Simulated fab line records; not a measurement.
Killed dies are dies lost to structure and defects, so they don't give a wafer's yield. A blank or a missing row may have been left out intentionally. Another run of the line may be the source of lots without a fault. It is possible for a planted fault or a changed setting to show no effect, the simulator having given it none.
fab line records + flow n5Finfet + part 2 of 2: steps 21 to 28 of 28
record:
- lots: 5
- wafers: 15
- lastDay: 17
route steps=1938 shown BEOL_M12@1655 BEOL_M13@1659
lots that met no fault: taken from a fault-free run of the same line
startH: hours from the record's opening day to when the first of the lot's shown wafers began + waitH: how many hours have passed since the lot's step before this one + " as in the row above + L1.1+2: a single row standing in for several wafers + - no value, or no start was given + * or withheld: withheld + < > ~ a bound
route shown NAME@n: NAME is a module with steps in the file, n the number in the route of the first one + usual: average and standard deviation across the fault-free wafers + same: alike in all rows + chamber/n: place in a boat + sites: readings site by site + _std_site: standard deviation across them + _edge_site: mean of outer sites minus mean of inner sites + radiusMm: how far each site lies from the wafer's centre + mask NAME#n: copy n + behind: the most recent tool/chamber to have shaped the wafer + hold: the reason the lot was held/the length of the hold in hours/how it ended + device: the transistor (n, p or np) that didn't switch + end of line: the same wafers' tests at the end of the route + a step with no rows: only its recipe + killed: dies that structure and defects cost at the first sort, which is not the same as the wafer's yield + map: the dies of a wafer, with x for killed, . for not killed, _ for no die there
set.NAME: the setting the step ran with; set.NAME@STEP: the setting that earlier step ran with + model.NAME: the simulator's own value behind a step, which no gauge read
lots seen at some steps along the route; tables by step, rows by wafer
services: when a tool's chamber went out of use (startH, in hours from the record's first day, below 0 if earlier), for how many hours, and the reason
== steps ==
step: N5_BEOL_M13_STRIP_63
recipe:
- chemistry: N2/H2
- powerW: 1000
- tempC: 250
- h2Frac: 0.65
- overashFraction: 0.3
- pressureMtorr: 1000
- n2FlowSccm: 1750
- h2FlowSccm: 3250
usual:
- drypumpMotorCurrentA: 5.97/0.11
- heaterPowerW: 314/33
- n2FlowSccm: 1750/4.2
- oesProductAu: 0.675/0.005
- stripTimeToEndpointS: 28.1/1.1
same:
- overashFraction: 0.3
| lot.wafer | tool           | chamber | startH | waitH | drypumpMotorCurrentA | heaterPowerW | n2FlowSccm | oesProductAu | rfHoursCounterH | stripTimeToEndpointS |
|-----------|----------------|---------|--------|-------|----------------------|--------------|------------|--------------|-----------------|----------------------|
| L075.1    | plasmaAsher-02 | 1       | 250.17 | -     | 5.77                 | 278          | 1756       | 0.680        | 67              | 30.5                 |
| L075.2    | "              | 0       | "      | "     | 6.03                 | 253          | 1750       | 0.678        | 67              | 30.1                 |
| L075.6    | "              | 0       | "      | "     | 6.04                 | 248          | 1750       | 0.676        | -               | 27.9                 |
| L081.1    | plasmaAsher-01 | 0       | 290.06 | -     | 6.08                 | 343          | 1749       | 0.673        | 135             | 26.8                 |
| L081.3    | "              | 0       | "      | "     | 6.08                 | 340          | 1747       | 0.670        | -               | 28.1                 |
| L081.5    | "              | 1       | "      | "     | 5.91                 | 327          | 1748       | 0.672        | -               | 26.5                 |
| L089.1    | plasmaAsher-02 | 1       | 355.43 | -     | 5.78                 | 284          | 1753       | 0.677        | 86              | 28.6                 |
| L089.2    | "              | 0       | "      | "     | 6.03                 | 250          | 1741       | 0.670        | 86              | 28.0                 |
| L089.3    | "              | 0       | "      | "     | 6.02                 | 248          | 1748       | 0.673        | -               | 27.8                 |
| L091.4    | plasmaAsher-01 | 0       | 360.04 | -     | 6.10                 | 334          | 1751       | 0.681        | -               | 26.0                 |
| L091.5    | "              | 1       | "      | "     | 5.92                 | 324          | 1750       | 0.674        | -               | 28.2                 |
| L091.6    | "              | 0       | "      | "     | 6.08                 | 335          | 1750       | 0.663        | -               | 27.5                 |
| L090.2    | plasmaAsher-02 | 1       | 377.32 | -     | 5.78                 | 287          | 1757       | 0.671        | 89              | 27.8                 |
| L090.4    | "              | 1       | "      | "     | 5.78                 | 278          | 1751       | 0.675        | -               | 27.0                 |
| L090.6    | "              | 0       | "      | "     | 6.03                 | 247          | 1748       | 0.669        | -               | 27.2                 |
step: N5_BEOL_M13_STRIP_64
recipe:
- chemistry: N2/H2
- powerW: 1000
- tempC: 250
- h2Frac: 0.65
- overashFraction: 0.3
- pressureMtorr: withheld
- n2FlowSccm: 1750
- h2FlowSccm: 3250
usual:
- drypumpMotorCurrentA: 5.97/0.11
- heaterPowerW: 314/33
- n2FlowSccm: 1751/4.8
- oesProductAu: 0.715/0.0046
- stripTimeToEndpointS: 31.33/0.071
same:
- overashFraction: 0.3
| lot.wafer | tool           | chamber | startH | waitH | drypumpMotorCurrentA | heaterPowerW | n2FlowSccm | oesProductAu | rfHoursCounterH | stripTimeToEndpointS |
|-----------|----------------|---------|--------|-------|----------------------|--------------|------------|--------------|-----------------|----------------------|
| L075.1    | plasmaAsher-02 | 1       | 250.23 | 0.0   | 5.76                 | 280          | 1748       | 0.717        | 67              | 31.32                |
| L075.2    | "              | 0       | "      | "     | 6.03                 | 240          | 1755       | 0.715        | 67              | 31.38                |
| L075.6    | "              | 0       | "      | "     | 6.03                 | 253          | 1758       | 0.708        | -               | 31.36                |
| L081.1    | plasmaAsher-01 | 0       | 290.12 | 0.0   | 6.12                 | 348          | 1752       | 0.706        | 135             | 31.33                |
| L081.3    | "              | 0       | "      | "     | 6.07                 | 351          | 1748       | 0.713        | -               | 31.42                |
| L081.5    | "              | 1       | "      | "     | 5.88                 | 319          | 1747       | 0.715        | -               | 31.35                |
| L089.1    | plasmaAsher-02 | 1       | 355.49 | 0.0   | 5.79                 | 278          | 1747       | 0.719        | 86              | 31.33                |
| L089.2    | "              | 0       | "      | "     | 6.03                 | 245          | 1752       | 0.719        | 86              | 31.41                |
| L089.3    | "              | 0       | "      | "     | 6.03                 | 244          | 1750       | 0.719        | -               | 31.39                |
| L091.4    | plasmaAsher-01 | 0       | 360.10 | 0.0   | 6.09                 | 336          | 1752       | 0.713        | -               | 31.25                |
| L091.5    | "              | 1       | "      | "     | 5.89                 | 331          | 1752       | 0.712        | -               | 31.32                |
| L091.6    | "              | 0       | "      | "     | 6.08                 | 332          | 1751       | 0.707        | -               | 31.31                |
| L090.2    | plasmaAsher-02 | 1       | 377.38 | 0.0   | 5.76                 | 275          | 1740       | 0.706        | 89              | 31.44                |
| L090.4    | "              | 1       | "      | "     | 5.76                 | 285          | 1741       | 0.709        | -               | 31.31                |
| L090.6    | "              | 0       | "      | "     | 6.01                 | 252          | 1748       | 0.717        | -               | 31.42                |
step: N5_BEOL_M13_STRIP_71
recipe:
- chemistry: postEtchResidueRemover
- timeS: 60
- tempC: 25
- removerPh: withheld
- removerWaterWtPct: withheld
- removerFluorideWtPct: withheld
| lot.wafer  | tool        | chamber | startH | waitH |
|------------|-------------|---------|--------|-------|
| L075.1+2+6 | wetBench-05 | 0,6,2   | 250.31 | 0.1   |
| L081.1+3+5 | wetBench-02 | 6,7,5   | 290.20 | 0.1   |
| L089.1+2+3 | wetBench-06 | 2,3,6   | 355.58 | 0.1   |
| L091.4+5+6 | wetBench-05 | 4,0,5   | 360.17 | 0.0   |
| L090.2+4+6 | wetBench-02 | 1,4,3   | 377.47 | 0.1   |
step: N5_BEOL_M13_SRD_72
recipe:
- timeS: 30
- tempC: 23
- rinseLiquid: diw
- dry: n2Spin
- spinRpm: 1500
- dryTimeS: 30
| lot.wafer  | tool        | chamber | startH | waitH |
|------------|-------------|---------|--------|-------|
| L075.1+2+6 | wetBench-05 | 0,6,2   | 250.33 | 0.0   |
| L081.1+3+5 | wetBench-02 | 6,7,5   | 290.22 | 0.0   |
| L089.1+2+3 | wetBench-06 | 2,3,6   | 355.60 | 0.0   |
| L091.4+5+6 | wetBench-05 | 4,0,5   | 360.19 | 0.0   |
| L090.2+4+6 | wetBench-02 | 1,4,3   | 377.49 | 0.0   |
step: N5_BEOL_M13_CD_MEAS_17
recipe:
- targetCdNm: 190
- polarity: opening
usual:
- cdNm: 189.1/1.6
| lot.wafer | tool     | chamber | startH | waitH | cdNm  |
|-----------|----------|---------|--------|-------|-------|
| L075.1    | cdSem-02 | -       | 250.37 | 0.0   | 189.5 |
| L075.2    | "        | -       | "      | "     | 189.9 |
| L075.6    | "        | -       | "      | "     | 189.7 |
| L081.1    | cdSem-02 | -       | 290.26 | 0.0   | 186.4 |
| L081.3    | "        | -       | "      | "     | 187.4 |
| L081.5    | "        | -       | "      | "     | 187.5 |
| L089.1    | cdSem-01 | -       | 355.64 | 0.0   | 191.9 |
| L089.2    | "        | -       | "      | "     | 190.2 |
| L089.3    | "        | -       | "      | "     | 192.1 |
| L091.4    | cdSem-02 | -       | 360.23 | 0.0   | 189.9 |
| L091.5    | "        | -       | "      | "     | 189.3 |
| L091.6    | "        | -       | "      | "     | 187.0 |
| L090.2    | cdSem-02 | -       | 377.53 | 0.0   | 190.6 |
| L090.4    | "        | -       | "      | "     | 188.6 |
| L090.6    | "        | -       | "      | "     | 189.8 |
step: N5_BEOL_M13_COAT_65
recipe:
- resist: SOC
- tempC: 250
- timeS: 60
- spinRpm: 1500
- resistThkNm: 350
usual:
- chillPlateTempC: 23.01/0.1
- exhaustPa: 44.9/0.87
- spinSpeedRpm: 1499.9/0.84
| lot.wafer | tool          | chamber | startH | waitH | chillPlateTempC | exhaustPa | spinSpeedRpm |
|-----------|---------------|---------|--------|-------|-----------------|-----------|--------------|
| L075.1    | lithoTrack-03 | 0       | 250.41 | 0.0   | 22.98           | 44.6      | 1501.0       |
| L075.2    | "             | 0       | "      | "     | 23.05           | 44.3      | 1500.5       |
| L075.6    | "             | 0       | "      | "     | 23.05           | 44.5      | 1499.1       |
| L081.1    | lithoTrack-02 | 0       | 290.30 | 0.0   | 22.96           | 45.2      | 1500.2       |
| L081.3    | "             | 0       | "      | "     | 22.93           | 45.3      | 1500.5       |
| L081.5    | "             | 0       | "      | "     | 22.89           | 45.9      | 1499.7       |
| L089.1    | lithoTrack-02 | 0       | 355.68 | 0.0   | 23.05           | 44.5      | 1500.2       |
| L089.2    | "             | 0       | "      | "     | 23.13           | 43.4      | 1498.4       |
| L089.3    | "             | 0       | "      | "     | 22.99           | 43.7      | 1498.5       |
| L091.4    | lithoTrack-03 | 0       | 360.27 | 0.0   | 23.02           | 45.0      | 1500.9       |
| L091.5    | "             | 0       | "      | "     | 22.98           | 45.9      | 1499.5       |
| L091.6    | "             | 0       | "      | "     | 22.94           | 45.6      | 1499.8       |
| L090.2    | lithoTrack-03 | 0       | 377.57 | 0.0   | 22.88           | 46.3      | 1498.7       |
| L090.4    | "             | 0       | "      | "     | 22.96           | 44.9      | 1500.2       |
| L090.6    | "             | 0       | "      | "     | 23.00           | 45.5      | 1499.6       |
step: N5_BEOL_M13_COAT_66
recipe:
- resist: SiARC
- tempC: 220
- timeS: 60
- spinRpm: 1500
- resistThkNm: 110
usual:
- chillPlateTempC: 23.01/0.11
- exhaustPa: 45.0/0.96
- spinSpeedRpm: 1500.3/0.9
| lot.wafer | tool          | chamber | startH | waitH | chillPlateTempC | exhaustPa | spinSpeedRpm |
|-----------|---------------|---------|--------|-------|-----------------|-----------|--------------|
| L075.1    | lithoTrack-03 | 0       | -      | -     | 23.04           | 46.2      | 1500.6       |
| L075.2    | "             | 0       | "      | "     | 23.07           | 45.7      | 1499.6       |
| L075.6    | "             | 0       | "      | "     | 23.06           | 46.4      | 1500.9       |
| L081.1    | lithoTrack-02 | 0       | -      | -     | 22.92           | 43.7      | 1499.4       |
| L081.3    | "             | 0       | "      | "     | 22.96           | 45.3      | 1501.6       |
| L081.5    | "             | 0       | "      | "     | 22.88           | 44.9      | 1501.5       |
| L089.1    | lithoTrack-02 | 0       | -      | -     | 23.07           | 44.1      | 1499.4       |
| L089.2    | "             | 0       | "      | "     | 23.16           | 44.2      | 1499.6       |
| L089.3    | "             | 0       | "      | "     | 23.06           | 46.0      | 1499.8       |
| L091.4    | lithoTrack-03 | 0       | -      | -     | 23.16           | 45.2      | 1499.8       |
| L091.5    | "             | 0       | "      | "     | 23.09           | 44.9      | 1498.8       |
| L091.6    | "             | 0       | "      | "     | 22.83           | 45.2      | 1499.7       |
| L090.2    | lithoTrack-03 | 0       | -      | -     | 22.92           | 43.8      | 1500.3       |
| L090.4    | "             | 0       | "      | "     | 22.89           | 43.7      | 1500.2       |
| L090.6    | "             | 0       | "      | "     | 23.05           | 44.8      | 1499.3       |
step: N5_BEOL_M13_COAT_22
recipe:
- spinRpm: 2888
- resistThkNm: 300
usual:
- chillPlateTempC: 23.00/0.097
- exhaustPa: 45.1/1
- spinSpeedRpm: 2887.4/1.7
| lot.wafer | tool          | chamber | startH | waitH | chillPlateTempC | exhaustPa | spinSpeedRpm |
|-----------|---------------|---------|--------|-------|-----------------|-----------|--------------|
| L075.1    | lithoTrack-03 | 0       | -      | -     | 22.80           | 45.7      | 2885.8       |
| L075.2    | "             | 0       | "      | "     | 22.79           | 44.8      | 2887.1       |
| L075.6    | "             | 0       | "      | "     | 22.75           | 45.1      | 2885.4       |
| L081.1    | lithoTrack-02 | 0       | -      | -     | 22.95           | 47.5      | 2890.0       |
| L081.3    | "             | 0       | "      | "     | 23.05           | 46.0      | 2889.3       |
| L081.5    | "             | 0       | "      | "     | 22.95           | 45.2      | 2891.5       |
| L089.1    | lithoTrack-02 | 0       | -      | -     | 23.11           | 45.1      | 2887.2       |
| L089.2    | "             | 0       | "      | "     | 23.14           | 45.9      | 2887.7       |
| L089.3    | "             | 0       | "      | "     | 22.98           | 45.1      | 2888.6       |
| L091.4    | lithoTrack-03 | 0       | -      | -     | 23.10           | 44.4      | 2885.6       |
| L091.5    | "             | 0       | "      | "     | 22.93           | 44.2      | 2886.6       |
| L091.6    | "             | 0       | "      | "     | 23.05           | 45.5      | 2886.8       |
| L090.2    | lithoTrack-03 | 0       | -      | -     | 23.02           | 46.0      | 2886.1       |
| L090.4    | "             | 0       | "      | "     | 23.04           | 45.9      | 2886.7       |
| L090.6    | "             | 0       | "      | "     | 22.96           | 45.8      | 2888.4       |
== services ==
| tool           | chamber | startH | hours | kind   |
|----------------|---------|--------|-------|--------|
| rieDiel-01     | 3       | 233.71 | 4.6   | repair |
| krfScanner-01  | -       | 241.47 | 5.5   | pm     |
| rieDiel-03     | -       | 247.81 | 0.9   | repair |
| pecvd-03       | -       | 250.63 | 0.8   | pm     |
| plasmaAsher-02 | -       | 275.42 | 2.4   | repair |
| pecvd-04       | 0       | 281.77 | 3.5   | repair |
| pecvd-02       | -       | 282.92 | 1.1   | repair |
| krfScanner-01  | -       | 288.22 | 0.9   | repair |
| rieDiel-03     | 1       | 292.57 | 11.4  | repair |
| pecvd-04       | -       | 299.57 | 1.2   | repair |
| rieDiel-04     | -       | 307.34 | 1.1   | repair |
| krfScanner-01  | -       | 311.56 | 1.0   | pm     |
| rieDiel-03     | 3       | 329.30 | 4.3   | repair |
| krfScanner-01  | -       | 329.42 | 0.8   | pm     |
| plasmaAsher-01 | -       | 329.49 | 0.4   | repair |
| rieDiel-04     | 3       | 332.64 | 7.5   | repair |
| rieDiel-04     | 0       | 334.08 | 6.7   | repair |
| pecvd-03       | -       | 346.25 | 0.7   | repair |
| rieDiel-03     | 3       | 348.00 | 1.3   | repair |
| wetBench-06    | -       | 359.50 | 3.6   | repair |
| pecvd-04       | -       | 366.38 | 0.9   | repair |
| krfScanner-01  | -       | 367.01 | 4.0   | pm     |
| wetBench-02    | -       | 367.10 | 0.6   | repair |
| pecvd-02       | -       | 368.91 | 5.5   | pm     |
